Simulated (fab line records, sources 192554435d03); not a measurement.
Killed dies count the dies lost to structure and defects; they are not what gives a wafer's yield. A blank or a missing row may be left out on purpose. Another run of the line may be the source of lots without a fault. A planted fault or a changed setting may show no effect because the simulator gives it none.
Which tool did it? || flow n5_finfet || 72 wafers from 24 lots sampled at 3 of the route's 1938 steps

== WHAT THE GAUGES READ, wafer by wafer ==
N5_DUMMY_GATE_OVL_MEAS_16. Usual: GATE_OVL gives 0.0 nm (standard deviation 0.61).
{"lot": "L074", "measured": "day 2 20:17", "on": "overlay-01", "GATE_OVL (nm)": "0.0 0.3 -0.2", "flag": ""}
{"lot": "L075", "measured": "day 3 02:31", "on": "overlay-02", "GATE_OVL (nm)": "-0.5 -0.1 0.7", "flag": ""}
{"lot": "L076", "measured": "day 3 10:09", "on": "overlay-02", "GATE_OVL (nm)": "0.6 0.0 0.2", "flag": ""}
{"lot": "L077", "measured": "day 3 14:57", "on": "overlay-02", "GATE_OVL (nm)": "1.0 0.2 -0.4", "flag": ""}
{"lot": "L078", "measured": "day 3 23:00", "on": "overlay-01", "GATE_OVL (nm)": "-0.1 0.1 0.7", "flag": ""}
{"lot": "L079", "measured": "day 4 03:25", "on": "overlay-02", "GATE_OVL (nm)": "0.1 -0.9 -0.4", "flag": ""}
{"lot": "L080", "measured": "day 4 10:26", "on": "overlay-02", "GATE_OVL (nm)": "0.4 -0.1 0.4", "flag": ""}
{"lot": "L081", "measured": "day 4 15:46", "on": "overlay-02", "GATE_OVL (nm)": "1.2 0.5 -0.3", "flag": ""}
{"lot": "L082", "measured": "day 4 21:02", "on": "overlay-01", "GATE_OVL (nm)": "-0.7 0.4 0.3", "flag": ""}
{"lot": "L083", "measured": "day 5 05:37", "on": "overlay-02", "GATE_OVL (nm)": "-0.7 -0.1 0.8", "flag": ""}
{"lot": "L084", "measured": "day 5 10:24", "on": "overlay-02", "GATE_OVL (nm)": "-0.2 0.5 -1.1", "flag": ""}
{"lot": "L085", "measured": "day 5 19:44", "on": "overlay-01", "GATE_OVL (nm)": "-0.2 -0.3 -0.4", "flag": ""}
{"lot": "L086", "measured": "day 5 23:22", "on": "overlay-02", "GATE_OVL (nm)": "-0.2 0.4 -0.3", "flag": ""}
{"lot": "L087", "measured": "day 6 04:28", "on": "overlay-01", "GATE_OVL (nm)": "0.6 0.1 0.6", "flag": ""}
{"lot": "L088", "measured": "day 6 11:14", "on": "overlay-01", "GATE_OVL (nm)": "-0.8 0.4 0.2", "flag": ""}
{"lot": "L089", "measured": "day 6 17:41", "on": "overlay-02", "GATE_OVL (nm)": "0.3 -0.5 -1.4", "flag": ""}
{"lot": "L090", "measured": "day 7 01:38", "on": "overlay-01", "GATE_OVL (nm)": "0.6 -0.2 -0.3", "flag": ""}
{"lot": "L091", "measured": "day 7 08:37", "on": "overlay-01", "GATE_OVL (nm)": "-1.4 -0.6 -1.3", "flag": ""}
{"lot": "L092", "measured": "day 7 09:28", "on": "overlay-01", "GATE_OVL (nm)": "-0.6 0.3 0.3", "flag": ""}
{"lot": "L093", "measured": "day 7 20:13", "on": "overlay-02", "GATE_OVL (nm)": "-0.1 0.9 -0.4", "flag": ""}
{"lot": "L094", "measured": "day 7 23:00", "on": "overlay-01", "GATE_OVL (nm)": "-0.2 0.5 0.3", "flag": ""}
{"lot": "L095", "measured": "day 8 04:32", "on": "overlay-02", "GATE_OVL (nm)": "0.4 0.7 -1.0", "flag": ""}
{"lot": "L096", "measured": "day 8 09:26", "on": "overlay-01", "GATE_OVL (nm)": "0.2 -0.2 -0.4", "flag": ""}
{"lot": "L097", "measured": "day 8 17:53", "on": "overlay-01", "GATE_OVL (nm)": "0.5 1.1 0.8", "flag": ""}

N5_DUMMY_GATE_INSPECT_17: inspects for defects (brightfield). Usual: raw_defect_count 184, standard deviation 55.
{"lot": "L074", "measured": "day 2 20:20", "on": "defect_inspect-01", "raw_defect_count": "114 116 188", "flag": ""}
{"lot": "L075", "measured": "day 3 02:35", "on": "defect_inspect-02", "raw_defect_count": "123 189 85", "flag": ""}
{"lot": "L076", "measured": "day 3 10:12", "on": "defect_inspect-02", "raw_defect_count": "211 178 118", "flag": ""}
{"lot": "L077", "measured": "day 3 15:01", "on": "defect_inspect-02", "raw_defect_count": "178 309 118", "flag": ""}
{"lot": "L078", "measured": "day 3 23:02", "on": "defect_inspect-01", "raw_defect_count": "140 95 134", "flag": ""}
{"lot": "L079", "measured": "day 4 03:28", "on": "defect_inspect-02", "raw_defect_count": "257 229 218", "flag": ""}
{"lot": "L080", "measured": "day 4 10:29", "on": "defect_inspect-01", "raw_defect_count": "175 104 156", "flag": ""}
{"lot": "L081", "measured": "day 4 15:50", "on": "defect_inspect-01", "raw_defect_count": "204 194 166", "flag": ""}
{"lot": "L082", "measured": "day 4 21:05", "on": "defect_inspect-01", "raw_defect_count": "218 121 180", "flag": ""}
{"lot": "L083", "measured": "day 5 05:40", "on": "defect_inspect-01", "raw_defect_count": "121 118 129", "flag": ""}
{"lot": "L084", "measured": "day 5 10:27", "on": "defect_inspect-02", "raw_defect_count": "201 266 294", "flag": ""}
{"lot": "L085", "measured": "day 5 19:47", "on": "defect_inspect-01", "raw_defect_count": "194 178 137", "flag": ""}
{"lot": "L086", "measured": "day 5 23:26", "on": "defect_inspect-02", "raw_defect_count": "186 216 126", "flag": ""}
{"lot": "L087", "measured": "day 6 04:31", "on": "defect_inspect-02", "raw_defect_count": "135 289 223", "flag": ""}
{"lot": "L088", "measured": "day 6 11:17", "on": "defect_inspect-01", "raw_defect_count": "160 175 158", "flag": ""}
{"lot": "L089", "measured": "day 6 17:44", "on": "defect_inspect-01", "raw_defect_count": "197 136 169", "flag": ""}
{"lot": "L090", "measured": "day 7 01:42", "on": "defect_inspect-01", "raw_defect_count": "147 98 169", "flag": ""}
{"lot": "L091", "measured": "day 7 08:40", "on": "defect_inspect-01", "raw_defect_count": "233 161 175", "flag": ""}
{"lot": "L092", "measured": "day 7 09:31", "on": "defect_inspect-01", "raw_defect_count": "239 106 176", "flag": ""}
{"lot": "L093", "measured": "day 7 20:15", "on": "defect_inspect-02", "raw_defect_count": "214 193 297", "flag": ""}
{"lot": "L094", "measured": "day 7 23:04", "on": "defect_inspect-02", "raw_defect_count": "150 168 279", "flag": ""}
{"lot": "L095", "measured": "day 8 04:35", "on": "defect_inspect-02", "raw_defect_count": "225 186 268", "flag": ""}
{"lot": "L096", "measured": "day 8 09:29", "on": "defect_inspect-02", "raw_defect_count": "375 296 189", "flag": ""}
{"lot": "L097", "measured": "day 8 17:57", "on": "defect_inspect-01", "raw_defect_count": "121 202 169", "flag": ""}

== EACH LOT AND THE TOOL THAT RAN IT (in order: tool; ch and the chambers of the sampled wafers; start) ==
{"lot": "L074", "N5_STI_FIN_REVEAL_OXIDATION_33": "plasma_asher-01 ch 0,1, day 2 11:20"}
{"lot": "L075", "N5_STI_FIN_REVEAL_OXIDATION_33": "plasma_asher-01 ch 0,1, day 2 17:36"}
{"lot": "L076", "N5_STI_FIN_REVEAL_OXIDATION_33": "plasma_asher-02 ch 0,1, day 3 00:58"}
{"lot": "L077", "N5_STI_FIN_REVEAL_OXIDATION_33": "plasma_asher-02 ch 0,1, day 3 06:01"}
{"lot": "L078", "N5_STI_FIN_REVEAL_OXIDATION_33": "plasma_asher-01 ch 0,1, day 3 13:40"}
{"lot": "L079", "N5_STI_FIN_REVEAL_OXIDATION_33": "plasma_asher-02 ch 0,1, day 3 18:35"}
{"lot": "L080", "N5_STI_FIN_REVEAL_OXIDATION_33": "plasma_asher-01 ch 0,1, day 4 01:31"}
{"lot": "L081", "N5_STI_FIN_REVEAL_OXIDATION_33": "plasma_asher-02 ch 0,1, day 4 06:49"}
{"lot": "L082", "N5_STI_FIN_REVEAL_OXIDATION_33": "plasma_asher-01 ch 0, day 4 11:43"}
{"lot": "L083", "N5_STI_FIN_REVEAL_OXIDATION_33": "plasma_asher-02 ch 0,1, day 4 20:14"}
{"lot": "L084", "N5_STI_FIN_REVEAL_OXIDATION_33": "plasma_asher-02 ch 0,1, day 5 00:56"}
{"lot": "L085", "N5_STI_FIN_REVEAL_OXIDATION_33": "plasma_asher-02 ch 0,1, day 5 10:22"}
{"lot": "L086", "N5_STI_FIN_REVEAL_OXIDATION_33": "plasma_asher-01 ch 0,1, day 5 14:35"}
{"lot": "L087", "N5_STI_FIN_REVEAL_OXIDATION_33": "plasma_asher-01 ch 0,1, day 5 19:40"}
{"lot": "L088", "N5_STI_FIN_REVEAL_OXIDATION_33": "plasma_asher-02 ch 0,1, day 6 02:21"}
{"lot": "L089", "N5_STI_FIN_REVEAL_OXIDATION_33": "plasma_asher-02 ch 0,1, day 6 07:04"}
{"lot": "L090", "N5_STI_FIN_REVEAL_OXIDATION_33": "plasma_asher-01 ch 0,1, day 6 12:50"}
{"lot": "L091", "N5_STI_FIN_REVEAL_OXIDATION_33": "plasma_asher-02 ch 0, day 6 19:55"}
{"lot": "L092", "N5_STI_FIN_REVEAL_OXIDATION_33": "plasma_asher-02 ch 0,1, day 6 23:29"}
{"lot": "L093", "N5_STI_FIN_REVEAL_OXIDATION_33": "plasma_asher-01 ch 0,1, day 7 06:01"}
{"lot": "L094", "N5_STI_FIN_REVEAL_OXIDATION_33": "plasma_asher-01 ch 1, day 7 12:02"}
{"lot": "L095", "N5_STI_FIN_REVEAL_OXIDATION_33": "plasma_asher-01 ch 0,1, day 7 19:33"}
{"lot": "L096", "N5_STI_FIN_REVEAL_OXIDATION_33": "plasma_asher-02 ch 0,1, day 8 00:37"}
{"lot": "L097", "N5_STI_FIN_REVEAL_OXIDATION_33": "plasma_asher-01 ch 0,1, day 8 07:05"}
- N5_STI_FIN_REVEAL_OXIDATION_33: chemistry O2 PLASMA REMOTE, time 20 s.

== WHAT THE TOOLS THEMSELVES READ (means of the sampled wafers that have a number; where no wafer has one, the mark that the record gives instead) ==
N5_STI_FIN_REVEAL_OXIDATION_33. Usual: drypump_motor_current_A 5.4 A, standard deviation 0.45; heater_power_w 144 W, standard deviation 10.
{"lot": "L074", "tool": "plasma_asher-01", "drypump_motor_current_A (A)": 5.7, "heater_power_w (W)": 149, "flag": ""}
{"lot": "L075", "tool": "plasma_asher-01", "drypump_motor_current_A (A)": 5.3, "heater_power_w (W)": 144, "flag": ""}
{"lot": "L076", "tool": "plasma_asher-02", "drypump_motor_current_A (A)": 5.3, "heater_power_w (W)": 143, "flag": ""}
{"lot": "L077", "tool": "plasma_asher-02", "drypump_motor_current_A (A)": 5.2, "heater_power_w (W)": 145, "flag": ""}
{"lot": "L078", "tool": "plasma_asher-01", "drypump_motor_current_A (A)": 5.6, "heater_power_w (W)": 150, "flag": ""}
{"lot": "L079", "tool": "plasma_asher-02", "drypump_motor_current_A (A)": 5.5, "heater_power_w (W)": 133, "flag": ""}
{"lot": "L080", "tool": "plasma_asher-01", "drypump_motor_current_A (A)": 5.3, "heater_power_w (W)": 147, "flag": ""}
{"lot": "L081", "tool": "plasma_asher-02", "drypump_motor_current_A (A)": 5.5, "heater_power_w (W)": 137, "flag": ""}
{"lot": "L082", "tool": "plasma_asher-01", "drypump_motor_current_A (A)": 5.0, "heater_power_w (W)": 141, "flag": ""}
{"lot": "L083", "tool": "plasma_asher-02", "drypump_motor_current_A (A)": 5.5, "heater_power_w (W)": 136, "flag": ""}
{"lot": "L084", "tool": "plasma_asher-02", "drypump_motor_current_A (A)": 5.5, "heater_power_w (W)": 137, "flag": ""}
{"lot": "L085", "tool": "plasma_asher-02", "drypump_motor_current_A (A)": 5.5, "heater_power_w (W)": 136, "flag": ""}
{"lot": "L086", "tool": "plasma_asher-01", "drypump_motor_current_A (A)": 5.3, "heater_power_w (W)": 145, "flag": ""}
{"lot": "L087", "tool": "plasma_asher-01", "drypump_motor_current_A (A)": 5.3, "heater_power_w (W)": 145, "flag": ""}
{"lot": "L088", "tool": "plasma_asher-02", "drypump_motor_current_A (A)": 5.5, "heater_power_w (W)": 135, "flag": ""}
{"lot": "L089", "tool": "plasma_asher-02", "drypump_motor_current_A (A)": 5.2, "heater_power_w (W)": 143, "flag": ""}
{"lot": "L090", "tool": "plasma_asher-01", "drypump_motor_current_A (A)": 5.3, "heater_power_w (W)": 146, "flag": ""}
{"lot": "L091", "tool": "plasma_asher-02", "drypump_motor_current_A (A)": 5.7, "heater_power_w (W)": 128, "flag": ""}
{"lot": "L092", "tool": "plasma_asher-02", "drypump_motor_current_A (A)": 5.2, "heater_power_w (W)": 140, "flag": ""}
{"lot": "L093", "tool": "plasma_asher-01", "drypump_motor_current_A (A)": 5.7, "heater_power_w (W)": 149, "flag": ""}
{"lot": "L094", "tool": "plasma_asher-01", "drypump_motor_current_A (A)": 6.0, "heater_power_w (W)": 154, "flag": ""}
{"lot": "L095", "tool": "plasma_asher-01", "drypump_motor_current_A (A)": 5.3, "heater_power_w (W)": 144, "flag": ""}
{"lot": "L096", "tool": "plasma_asher-02", "drypump_motor_current_A (A)": 5.3, "heater_power_w (W)": 142, "flag": ""}
{"lot": "L097", "tool": "plasma_asher-01", "drypump_motor_current_A (A)": 5.6, "heater_power_w (W)": 150, "flag": ""}

== THE ANSWER, worked out from the rows above alone ==
Rule: take the mean of a lot's wafers that have a number; if it is more than 3 standard deviations from the usual mean, the lot is off. Also off: a lot with no number at a reading for which 4 or more lots have one. The other lots that the step has rows for count as sound. Order of review: gauges by route order, followed by the tools' own readings, for which a lot's mean as printed above is used. The first step at which some lot is off is used, and at that step the reading that is off furthest; a lot without a number counts as furthest.
Nothing can be told from this: no lot is off at any reading shown.

== WHAT THE SIMULATOR PUT IN ==
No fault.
